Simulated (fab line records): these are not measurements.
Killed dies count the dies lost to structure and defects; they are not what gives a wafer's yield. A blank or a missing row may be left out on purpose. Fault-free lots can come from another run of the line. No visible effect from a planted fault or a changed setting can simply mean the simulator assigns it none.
Chamber matching / flow nand-harc / NHARC_A_STAIRCASE_TRIM_20 on rie-diel-11: 4 sister chambers
The step chemistry O2, time 211.2 s. 20 wafers are shown with their chamber, then 10 later ones without.

## WAFERS, EACH WITH ITS CHAMBER
wafer=L074.1; chamber=0; showerhead-plenum-p-Torr (Torr)=3.70; drypump-motor-current-A (A)=5.5; rf-vpp-V (V)=58.0
wafer=L074.3; chamber=2; showerhead-plenum-p-Torr (Torr)=3.80; drypump-motor-current-A (A)=5.5; rf-vpp-V (V)=58.4
wafer=L074.5; chamber=0; showerhead-plenum-p-Torr (Torr)=3.70; drypump-motor-current-A (A)=5.4; rf-vpp-V (V)=59.0
wafer=L076.1; chamber=0; showerhead-plenum-p-Torr (Torr)=3.70; drypump-motor-current-A (A)=5.5; rf-vpp-V (V)=57.8
wafer=L076.2; chamber=2; showerhead-plenum-p-Torr (Torr)=3.80; drypump-motor-current-A (A)=5.5; rf-vpp-V (V)=59.0
wafer=L076.5; chamber=3; showerhead-plenum-p-Torr (Torr)=3.36; drypump-motor-current-A (A)=5.8; rf-vpp-V (V)=56.3
wafer=L078.2; chamber=0; showerhead-plenum-p-Torr (Torr)=3.70; drypump-motor-current-A (A)=5.5; rf-vpp-V (V)=57.8
wafer=L078.5; chamber=0; showerhead-plenum-p-Torr (Torr)=3.70; drypump-motor-current-A (A)=5.4; rf-vpp-V (V)=58.1
wafer=L078.6; chamber=1; showerhead-plenum-p-Torr (Torr)=3.60; drypump-motor-current-A (A)=6.4; rf-vpp-V (V)=59.0
wafer=L080.1; chamber=2; showerhead-plenum-p-Torr (Torr)=3.79; drypump-motor-current-A (A)=5.5; rf-vpp-V (V)=58.4
wafer=L080.2; chamber=3; showerhead-plenum-p-Torr (Torr)=3.35; drypump-motor-current-A (A)=5.7; rf-vpp-V (V)=57.6
wafer=L080.6; chamber=3; showerhead-plenum-p-Torr (Torr)=3.35; drypump-motor-current-A (A)=5.8; rf-vpp-V (V)=57.1
wafer=L083.3; chamber=3; showerhead-plenum-p-Torr (Torr)=3.35; drypump-motor-current-A (A)=5.8; rf-vpp-V (V)=56.9
wafer=L083.4; chamber=2; showerhead-plenum-p-Torr (Torr)=3.79; drypump-motor-current-A (A)=5.5; rf-vpp-V (V)=57.6
wafer=L083.6; chamber=2; showerhead-plenum-p-Torr (Torr)=3.79; drypump-motor-current-A (A)=5.5; rf-vpp-V (V)=58.4
wafer=L081.1; chamber=1; showerhead-plenum-p-Torr (Torr)=3.59; drypump-motor-current-A (A)=6.4; rf-vpp-V (V)=57.4
wafer=L081.3; chamber=0; showerhead-plenum-p-Torr (Torr)=3.69; drypump-motor-current-A (A)=5.5; rf-vpp-V (V)=60.0
wafer=L081.6; chamber=2; showerhead-plenum-p-Torr (Torr)=3.79; drypump-motor-current-A (A)=5.5; rf-vpp-V (V)=58.3
wafer=L085.1; chamber=2; showerhead-plenum-p-Torr (Torr)=3.79; drypump-motor-current-A (A)=5.5; rf-vpp-V (V)=60.2
wafer=L085.3; chamber=3; showerhead-plenum-p-Torr (Torr)=3.35; drypump-motor-current-A (A)=5.8; rf-vpp-V (V)=56.9

SIGNATURES (averages over the wafers above)
reading=showerhead-plenum-p-Torr; chamber 0=3.6983; chamber 1=3.5950; chamber 2=3.7929; chamber 3=3.3520; scatter within a chamber=0.00472
reading=drypump-motor-current-A; chamber 0=5.467; chamber 1=6.400; chamber 2=5.500; chamber 3=5.780; scatter within a chamber=0.0365
reading=rf-vpp-V; chamber 0=58.450; chamber 1=58.200; chamber 2=58.614; chamber 3=56.960; scatter within a chamber=0.789
Rule: a wafer lies at a distance from a chamber equal to the root of the sum of squares, over the readings, of (its reading less the chamber's mean, divided by the reading's scatter). The wafer belongs to the nearest chamber; if the next one is less than 2 further off, it can't be placed. The scatter: take each reading less its chamber's mean, square it, sum over the shown wafers, divide by the number of wafers less the number of chambers, and take the root.

## WAFERS MISSING THEIR CHAMBER
wafer=L085.4; showerhead-plenum-p-Torr (Torr)=3.69; drypump-motor-current-A (A)=5.5; rf-vpp-V (V)=57.9
wafer=L088.2; showerhead-plenum-p-Torr (Torr)=3.58; drypump-motor-current-A (A)=6.4; rf-vpp-V (V)=59.1
wafer=L088.5; showerhead-plenum-p-Torr (Torr)=3.34; drypump-motor-current-A (A)=5.7; rf-vpp-V (V)=55.8
wafer=L088.6; showerhead-plenum-p-Torr (Torr)=3.68; drypump-motor-current-A (A)=5.5; rf-vpp-V (V)=58.4
wafer=L092.1; showerhead-plenum-p-Torr (Torr)=3.58; drypump-motor-current-A (A)=6.4; rf-vpp-V (V)=57.4
wafer=L092.2; showerhead-plenum-p-Torr (Torr)=3.34; drypump-motor-current-A (A)=5.7; rf-vpp-V (V)=57.7
wafer=L092.4; showerhead-plenum-p-Torr (Torr)=3.68; drypump-motor-current-A (A)=5.5; rf-vpp-V (V)=58.0
wafer=L095.2; showerhead-plenum-p-Torr (Torr)=3.67; drypump-motor-current-A (A)=5.5; rf-vpp-V (V)=58.7
wafer=L095.4; showerhead-plenum-p-Torr (Torr)=3.77; drypump-motor-current-A (A)=5.5; rf-vpp-V (V)=58.3
wafer=L095.5; showerhead-plenum-p-Torr (Torr)=3.57; drypump-motor-current-A (A)=6.4; rf-vpp-V (V)=57.5

## EACH ONE'S CHAMBER
wafer=L085.4; from the rows above=0; in truth=0
wafer=L088.2; from the rows above=1; in truth=1
wafer=L088.5; from the rows above=3; in truth=3
wafer=L088.6; from the rows above=0; in truth=0
wafer=L092.1; from the rows above=1; in truth=1
wafer=L092.2; from the rows above=3; in truth=3
wafer=L092.4; from the rows above=0; in truth=0
wafer=L095.2; from the rows above=0; in truth=0
wafer=L095.4; from the rows above=2; in truth=2
wafer=L095.5; from the rows above=1; in truth=1
Placed correctly: 10 of 10. Not placeable from these rows: 0. Placed wrongly: 0.
